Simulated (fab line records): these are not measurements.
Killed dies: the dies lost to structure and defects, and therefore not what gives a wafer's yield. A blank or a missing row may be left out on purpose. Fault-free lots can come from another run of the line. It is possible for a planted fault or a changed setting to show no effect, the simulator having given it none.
fab line records | flow nand-harc
record lots=13 wafers=39 last-day=25
route steps=1159 shown P_GATE@156 END@1159
lots untouched by any fault: they come from a run of this same line in which no faults occurred
start-h: the number of hours between the record's first day and the start of the first shown wafer of the lot | wait-h: time in hours since the lot's previous step | " as in the row above | L1.1+2: one row covering several wafers at once | - either no value or no given start | * or withheld: withheld | < > ~ a bound
route shown NAME@n: names a module that has steps shown in the file, with the first one's number in the route | usual: the fault-free wafers' mean and standard deviation | same: alike in all rows | chamber/n: place in a boat | sites: each site's reading | _std_site: the standard deviation of these | _edge_site: mean of outer sites minus mean of inner sites | radius-mm: how far each site lies from the wafer's centre | mask NAME#n: copy n | behind: the most recent tool/chamber to have shaped the wafer | hold: the reason the lot was held/the length of the hold in hours/how it ended | device: transistor that didn't switch, given as n, p or np | end of line: at the end of the route, the tests of the same wafers | a step with no rows: only its recipe | killed: dies that structure and defects cost at the first sort, which is not the same as the wafer's yield | map: shows each die of a wafer: x if killed, . if not, _ if none is there
set.NAME: the setting that was run; set.NAME@STEP: the one run at that earlier step | model.NAME: the simulator's own value behind a step, which no gauge read
steps of the route over a sample of lots; a table a step, a row a wafer
services: from which hour (start-h, from the record's first day; less than 0 if before it) a tool's chamber was out of use, for how many hours, and why
## steps
# step NHARC_P_GATE_ETCHBACK_37
# recipe target-depth-a=345 time-s=17.2 chf3-flow-sccm=50 o2-flow-sccm=10 ar-flow-sccm=200 rf-w=500 bias-w=200 chemistry=CHF3/O2
# usual drypump-motor-current-A=5.8/0.36 oes-product-au=0.96/0.037 rf-vpp-V=370.7/1.7 showerhead-plenum-p-Torr=2.41/0.063 throttle-valve-pct=20.571/0.0085
# columns lot.wafer tool chamber start-h wait-h drypump-motor-current-A oes-product-au rf-hours-counter-h rf-vpp-V showerhead-plenum-p-Torr throttle-valve-pct
L358.1 rie-diel-05 2 - - 6.1 0.99 20 369.9 2.36 20.578
L358.3 " 0 " " 6.0 0.98 19 372.7 2.44 20.581
L358.2 " 1 " " 5.8 1.02 20 370.3 2.36 20.565
L360.2 rie-diel-02 1 - - 6.0 1.01 47 373.0 2.51 20.574
L360.5 " 0 " " 5.1 0.99 - 371.0 2.43 20.573
L360.6 " 1 " " 6.0 1.01 - 373.3 2.51 20.587
L361.3 rie-diel-05 0 - - 6.0 0.91 22 370.8 2.44 20.586
L361.4 " 1 " " 5.8 0.94 23 370.4 2.36 20.583
L361.1 " 2 " " 6.1 0.93 23 370.5 2.36 20.565
L362.2 rie-diel-02 1 - - 6.0 0.95 48 375.1 2.51 20.571
L362.6 " 3 " " 6.2 0.96 - 371.5 2.43 20.566
L362.5 " 0 " " 5.1 0.94 - 371.2 2.43 20.573
L365.2 rie-diel-08 1 - - 5.0 1.02 4 367.4 2.36 20.550
L365.1 " 3 " " 5.3 0.99 6 373.0 2.49 20.561
L365.5 " 0 " " 6.1 0.97 - 366.5 2.29 20.571
L368.4 rie-diel-05 3 - - 5.7 0.93 28 372.2 2.47 20.579
L368.5 " 3 " " 5.7 0.93 - 372.0 2.47 20.572
L368.6 " 0 " " 5.9 0.91 - 371.3 2.44 20.590
L370.2 rie-diel-05 3 - - 5.7 1.03 1 372.7 2.46 20.575
L370.1 " 0 " " 5.9 0.98 1 371.8 2.44 20.557
L370.6 " 2 " " 6.1 1.00 - 370.3 2.35 20.572
L371.1 rie-diel-02 3 - - 6.2 0.94 11 371.2 2.42 20.554
L371.3 " 2 " " 5.9 0.93 9 369.7 2.32 20.583
L371.5 " 0 " " 5.1 0.93 - 370.6 2.43 20.556
L369.4 rie-diel-02 0 - - 5.1 0.92 10 372.3 2.43 20.574
L369.1 " 1 " " 6.0 0.92 8 373.8 2.50 20.567
L369.6 " 3 " " 6.2 0.94 - 371.2 2.42 20.565
L372.1 rie-diel-05 3 - - 5.7 1.02 2 371.8 2.46 20.562
L372.5 " 3 " " 5.8 1.02 - 372.2 2.46 20.573
L372.4 " 0 " " 5.9 0.99 - 372.9 2.44 20.567
L375.1 rie-diel-05 3 - - 5.7 0.94 8 371.5 2.46 20.582
L375.2 " 0 " " 6.0 0.92 6 372.3 2.44 20.579
L375.3 " 2 " " 6.1 0.92 8 369.6 2.35 20.562
L380.1 rie-diel-08 3 - - 5.3 0.98 40 371.5 2.48 20.566
L380.2 " 1 " " 5.0 0.99 34 370.2 2.35 20.565
L380.6 " 0 " " 6.1 0.98 - 369.0 2.28 20.579
L381.3 rie-diel-08 3 - - 5.3 0.98 42 371.8 2.48 20.562
L381.4 " 2 " " 5.9 1.00 37 374.0 2.48 20.585
L381.6 " 3 " " 5.3 0.98 - 371.1 2.48 20.568
# step NHARC_P_GATE_STRIP_112
# recipe power-w=1500 temp-c=110 time-s=200 chemistry=N2/H2
# usual drypump-motor-current-A=5.8/0.38 heater-power-w=80.3/1.5
# columns lot.wafer tool chamber start-h wait-h drypump-motor-current-A heater-power-w rf-hours-counter-h
L358.2 plasma-asher-02 1 109.40 0.2 5.3 78.9 34
L358.1 " 0 " " 6.3 81.9 34
L358.3 " 1 " " 5.3 80.1 -
L360.2 plasma-asher-02 1 117.41 0.2 5.3 79.5 40
L360.6 " 0 " " 6.3 80.1 -
L360.5 " 1 " " 5.3 79.7 -
L361.1 plasma-asher-02 1 120.49 0.2 5.3 77.5 42
L361.3 " 0 " " 6.3 81.7 -
L361.4 " 1 " " 5.3 81.4 -
L362.2 plasma-asher-01 1 120.70 0.2 5.5 81.3 1
L362.6 " 0 " " 5.9 80.9 -
L362.5 " 1 " " 5.5 83.0 -
L365.1 plasma-asher-02 0 145.76 0.2 6.3 80.7 49
L365.2 " 1 " " 5.3 79.9 49
L365.5 " 1 " " 5.3 78.1 -
L368.4 plasma-asher-02 0 163.00 0.2 6.3 80.8 -
L368.5 " 0 " " 6.3 77.1 -
L368.6 " 1 " " 5.3 79.2 -
L370.2 plasma-asher-02 0 179.37 0.2 6.3 80.8 60
L370.1 " 1 " " 5.3 78.7 60
L370.6 " 1 " " 5.3 78.2 -
L371.1 plasma-asher-01 1 179.70 0.3 5.5 80.8 21
L371.3 " 0 " " 5.9 79.2 -
L371.5 " 0 " " 5.9 80.3 -
L369.1 plasma-asher-02 1 180.05 0.2 5.3 78.3 61
L369.4 " 0 " " 6.3 79.8 -
L369.6 " 0 " " 6.3 78.1 -
L372.1 plasma-asher-01 0 185.49 0.2 5.9 82.9 24
L372.4 " 1 " " 5.5 82.6 -
L372.5 " 1 " " 5.5 80.2 -
L375.2 plasma-asher-01 1 206.90 0.2 5.5 82.4 30
L375.1 " 0 " " 5.9 79.6 30
L375.3 " 0 " " 5.9 81.6 -
L380.2 plasma-asher-01 0 231.56 0.2 5.9 79.9 40
L380.1 " 1 " " 5.5 81.5 40
L380.6 " 1 " " 5.5 82.1 -
L381.3 plasma-asher-01 0 242.90 0.2 5.9 79.7 -
L381.4 " 1 " " 5.5 82.0 -
L381.6 " 1 " " 5.5 80.4 -
# step NHARC_P_GATE_EXPOSE_88
# recipe na=0.6 target-cd-nm=2000 dose-mj=11.87 mask-id=P_HVN
# columns lot.wafer tool chamber start-h wait-h mask
L358.1+2+3 krf-scanner-01 0 110.30 - P_HVN#0
L360.2+5+6 krf-scanner-04 0 118.27 - P_HVN#0
L361.1+3+4 krf-scanner-04 0 121.34 - P_HVN#0
L362.2+5+6 krf-scanner-01 0 121.69 - P_HVN#0
L365.1+2+5 krf-scanner-03 0 146.80 - P_HVN#0
L368.4+5+6 krf-scanner-04 0 163.84 - P_HVN#0
L370.1+2+6 krf-scanner-04 0 180.27 - P_HVN#0
L371.1+3+5 krf-scanner-01 0 180.68 - P_HVN_R1#0
L369.1+4+6 krf-scanner-04 0 181.04 - P_HVN#0
L372.1+4+5 krf-scanner-04 0 186.38 - P_HVN#0
L375.1+2+3 krf-scanner-03 0 207.79 - P_HVN#0
L380.1+2+6 krf-scanner-01 0 232.59 - P_HVN#0
L381.3+4+6 krf-scanner-04 0 243.85 - P_HVN#0
# step NHARC_P_GATE_CD_MEAS_91
# recipe target-cd-nm=2000 landing-energy-ev=500
# usual cd-nm=2000.6/2.1
# columns lot.wafer tool chamber start-h wait-h cd-nm
L358.1 cd-sem-03 0 110.45 - 2004.6
L358.2 " 0 " " 2003.0
L358.3 " 0 " " 1999.5
L360.2 cd-sem-03 0 118.42 - 1999.4
L360.5 " 0 " " 2000.5
L360.6 " 0 " " 1999.8
L361.1 cd-sem-01 0 121.50 - 1997.9
L361.3 " 0 " " 1998.4
L361.4 " 0 " " 2002.3
L362.2 cd-sem-03 0 121.85 - 2003.8
L362.5 " 0 " " 1999.6
L362.6 " 0 " " 2000.2
L365.1 cd-sem-03 0 146.95 - 2000.4
L365.2 " 0 " " 1997.3
L365.5 " 0 " " 2000.8
L368.4 cd-sem-02 0 163.98 - 1998.0
L368.5 " 0 " " 1997.2
L368.6 " 0 " " 2000.8
L370.1 cd-sem-01 0 180.42 - 1999.3
L370.2 " 0 " " 2001.3
L370.6 " 0 " " 1999.8
L371.1 cd-sem-03 0 180.84 - 2190.6
L371.3 " 0 " " 2193.5
L371.5 " 0 " " 2190.9
L369.1 cd-sem-03 0 181.19 - 1999.2
L369.4 " 0 " " 1997.9
L369.6 " 0 " " 2001.4
L372.1 cd-sem-01 0 186.54 - 1998.8
L372.4 " 0 " " 2002.5
L372.5 " 0 " " 2002.0
L375.1 cd-sem-02 0 207.95 - 2002.6
L375.2 " 0 " " 2003.4
L375.3 " 0 " " 2003.4
L380.1 cd-sem-01 0 232.74 - 2001.7
L380.2 " 0 " " 1998.4
L380.6 " 0 " " 1998.8
L381.3 cd-sem-01 0 244.00 - 1994.8
L381.4 " 0 " " 1998.8
L381.6 " 0 " " 2001.3
# step NHARC_P_GATE_INSPECT_68
# usual raw-defect-count=197/70
# columns lot.wafer tool chamber start-h wait-h raw-defect-count
L358.1 defect-inspect-01 - 114.88 0.2 111
L358.2 " - " " 121
L358.3 " - " " 137
L360.2 defect-inspect-02 - 121.71 0.1 180
L360.5 " - " " 142
L360.6 " - " " 133
L361.1 defect-inspect-01 - 124.71 0.2 212
L361.3 " - " " 204
L361.4 " - " " 147
L362.2 defect-inspect-02 - 124.93 0.1 359
L362.5 " - " " 288
L362.6 " - " " 210
L365.1 defect-inspect-02 - 150.20 0.2 232
L365.2 " - " " 299
L365.5 " - " " 233
L368.4 defect-inspect-01 - 167.06 0.1 246
L368.5 " - " " 165
L368.6 " - " " 231
L370.1 defect-inspect-02 - 183.64 0.2 191
L370.2 " - " " 228
L370.6 " - " " 245
L371.1 defect-inspect-01 - 183.93 0.2 180
L371.3 " - " " 166
L371.5 " - " " 186
L369.1 defect-inspect-02 - 184.27 0.2 279
L369.4 " - " " 101
L369.6 " - " " 135
L372.1 defect-inspect-01 - 189.73 0.2 163
L372.4 " - " " 153
L372.5 " - " " 223
L375.1 defect-inspect-01 - 211.23 0.2 125
L375.2 " - " " 183
L375.3 " - " " 138
L380.1 defect-inspect-01 - 235.82 0.2 105
L380.2 " - " " 70
L380.6 " - " " 124
L381.3 defect-inspect-02 - 247.06 0.1 125
L381.4 " - " " 213
L381.6 " - " " 114
# step NHARC_END_SORT_01
# recipe temp-c=25
# usual killed-at-array=26/9.1 killed-at-other=0.7/0.9 killed-at-periphery=3.6/2.8 killed-dies=30/9.2 killed-open=3.0/1.9 killed-short=2.0/1.4
# same gross-dies=677
# columns lot.wafer tool chamber start-h wait-h killed-at-array killed-at-other killed-at-periphery killed-dies killed-open killed-short
L371.1 prober-02 0 512.38 2.5 24 0 11 35 7 3
L371.3 prober-02 0 514.02 3.1 32 0 9 41 5 2
L371.5 prober-02 0 515.67 3.8 30 1 5 36 6 1
L369.1 prober-02 0 537.37 2.5 39 1 4 44 2 2
# killed by level:class
L371.1 A_CHANNEL_HOLE_D1:chamber-film-flake=12 P_GATE:area-expose=6 A_M0:geometric-particle:open=3 A_CONTACT:chamber-film-flake=3 P_GATE:geometric-particle:open=1 P_CONTACT:geometric-particle:open=1 P_M1:geometric-particle:open=1 A_ONON_D1:geometric-particle:short=1
L371.3 A_CHANNEL_HOLE_D1:chamber-film-flake=19 P_GATE:area-expose=5 A_STAIRCASE:chamber-film-flake=4 A_CONTACT:chamber-film-flake=4 A_ONON_D1:geometric-particle:open=2 A_SGD_CUT:geometric-particle:open=2 P_GATE:chamber-film-flake=2 P_M0:geometric-particle:open=1
L371.5 A_CHANNEL_HOLE_D1:chamber-film-flake=20 P_GATE:area-expose=5 A_M0:geometric-particle:open=2 A_CONTACT:chamber-film-flake=2 A_SOURCE_PLATE:geometric-particle:open=1 A_CHANNEL_FILL_D1:geometric-particle:open=1 A_CONTACT:geometric-particle:open=1 A_BLC:geometric-particle:open=1
L369.1 A_SLIT:chamber-film-flake=16 A_CHANNEL_HOLE_D1:chamber-film-flake=15 A_CONTACT:chamber-film-flake=5 P_M1:chamber-film-flake=2 P_CONTACT:geometric-particle:short=1 P_M2:geometric-particle:open=1 A_WL_FILL:geometric-particle:open=1 A_M0:geometric-particle:short=1
## services
# columns tool chamber start-h hours kind
krf-scanner-01 - 84.00 4.0 pm
plasma-asher-01 - 98.71 8.9 repair
rie-diel-02 - 115.16 0.4 repair
plasma-asher-01 - 116.96 1.7 repair
rie-diel-08 - 124.82 9.0 pm
krf-scanner-04 - 126.00 4.0 pm
krf-scanner-01 - 133.51 0.7 repair
krf-scanner-03 - 133.60 0.2 repair
krf-scanner-01 - 135.99 4.1 repair
rie-diel-05 1 140.06 5.8 repair
rie-diel-02 1 149.00 4.4 repair
krf-scanner-01 - 150.96 0.6 repair
rie-diel-02 - 151.47 9.0 pm
krf-scanner-01 - 161.36 2.8 repair
rie-diel-05 - 163.69 9.0 pm
rie-diel-08 2 167.35 5.3 repair
krf-scanner-03 - 168.00 4.0 pm
rie-diel-05 1 181.30 29.0 repair
krf-scanner-04 - 182.24 1.3 repair
plasma-asher-02 - 183.00 9.0 pm
rie-diel-05 0 192.09 8.7 repair
krf-scanner-03 - 227.00 0.2 repair
krf-scanner-01 - 237.84 1.5 repair
rie-diel-08 0 240.17 12.9 repair
## key
first-sign step=NHARC_P_GATE_EXPOSE_88 reading=mask direction=changed
effect step=NHARC_P_GATE_CD_MEAS_91 reading=cd-nm direction=up sigmas=93 usual=2000.6 struck=2191.7
met-at NHARC_P_GATE_EXPOSE_88
struck-lots L371
tester-left-out L371
not-acting-at NHARC_P_GATE_ETCHBACK_37,NHARC_P_GATE_STRIP_112,NHARC_P_GATE_INSPECT_68
onset-between 121.69 180.68
fault kind=wrong-mask tool=any chamber=- onset-h=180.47 steps=NHARC_P_GATE_EXPOSE_88 aux-copy=P_HVN_R1#0 cd-offset-nm=191.93 scope=struck-lots-only
# tester-left-out: of these lots the tester's yield and bins aren't shown, on N5 and GAA mostly nor the transistor test; their killed dies are dies lost to structure and defects alone, not to doping, threshold or leakage, so they don't give the yield
